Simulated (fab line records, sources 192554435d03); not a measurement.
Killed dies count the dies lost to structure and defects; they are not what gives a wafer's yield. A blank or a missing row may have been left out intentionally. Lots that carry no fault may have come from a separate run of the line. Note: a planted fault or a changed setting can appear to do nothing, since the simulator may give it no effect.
Chamber matching | flow n5-finfet | pecvd-04 running N5_SDB_HM_DEP_00: 3 sister chambers
The step deposits SiNx from SiH4/NH3/N2, target thk 40 nm, time 35.3 s. 16 wafers are shown with their chamber, then 8 later ones without.

## WAFERS, EACH WITH ITS CHAMBER
wafer  | chamber | throttle-valve-pct (%) | showerhead-plenum-p-Torr (Torr) | heater-power-w (W)
L081.1 | 2       | 38.2                   | 5.22                            | 774
L081.3 | 0       | 41.0                   | 5.26                            | 632
L081.6 | 1       | 40.7                   | 5.12                            | 684
L082.2 | 1       | 40.8                   | 5.11                            | 691
L082.4 | 2       | 38.1                   | 5.22                            | 768
L082.5 | 1       | 40.9                   | 5.11                            | 701
L084.1 | 0       | 41.0                   | 5.26                            | 594
L084.5 | 1       | 40.7                   | 5.11                            | 640
L084.6 | 0       | 41.1                   | 5.25                            | 601
L086.1 | 0       | 41.0                   | 5.25                            | 635
L086.2 | 1       | 41.0                   | 5.12                            | 719
L086.4 | 2       | 37.9                   | 5.21                            | 711
L088.2 | 0       | 41.2                   | 5.26                            | 596
L088.3 | 1       | 40.9                   | 5.11                            | 666
L088.5 | 2       | 37.8                   | 5.21                            | 749
L089.1 | 1       | 40.9                   | 5.12                            | 605

SIGNATURES (averages over the wafers above)
reading                  | chamber 0 | chamber 1 | chamber 2 | scatter within a chamber
throttle-valve-pct       | 41.060    | 40.843    | 38.000    | 0.127
showerhead-plenum-p-Torr | 5.2560    | 5.1143    | 5.2150    | 0.00549
heater-power-w           | 611.60    | 672.29    | 750.50    | 31.8
Rule: for a wafer and a chamber, the distance is found by dividing, reading by reading, the gap between the wafer's reading and the chamber's mean by the reading's scatter, squaring, summing and taking the root. If the next closest chamber is less than 2 further off than the closest, the wafer can't be placed; otherwise it belongs to the closest. The scatter: take each reading less its chamber's mean, square it, sum over the shown wafers, divide by the number of wafers less the number of chambers, and take the root.

## WAFERS WHOSE CHAMBER IS MISSING
wafer  | throttle-valve-pct (%) | showerhead-plenum-p-Torr (Torr) | heater-power-w (W)
L089.3 | 41.3                   | 5.25                            | 600
L089.4 | 41.2                   | 5.26                            | 595
L092.4 | 38.2                   | 5.21                            | 655
L092.5 | 41.2                   | 5.10                            | 721
L092.6 | 41.1                   | 5.25                            | 544
L095.1 | 41.4                   | 5.26                            | 647
L095.3 | 41.3                   | 5.11                            | 692
L095.5 | 38.1                   | 5.22                            | 721

## THE CHAMBER EACH PASSED THROUGH
wafer  | from the rows above | in truth
L089.3 | 0                   | 0
L089.4 | 0                   | 0
L092.4 | 2                   | 2
L092.5 | 1                   | 1
L092.6 | 0                   | 0
L095.1 | 0                   | 0
L095.3 | 1                   | 1
L095.5 | 2                   | 2
Correctly placed: 8 of 8. Number that these rows cannot place: 0. Placed wrongly: 0.
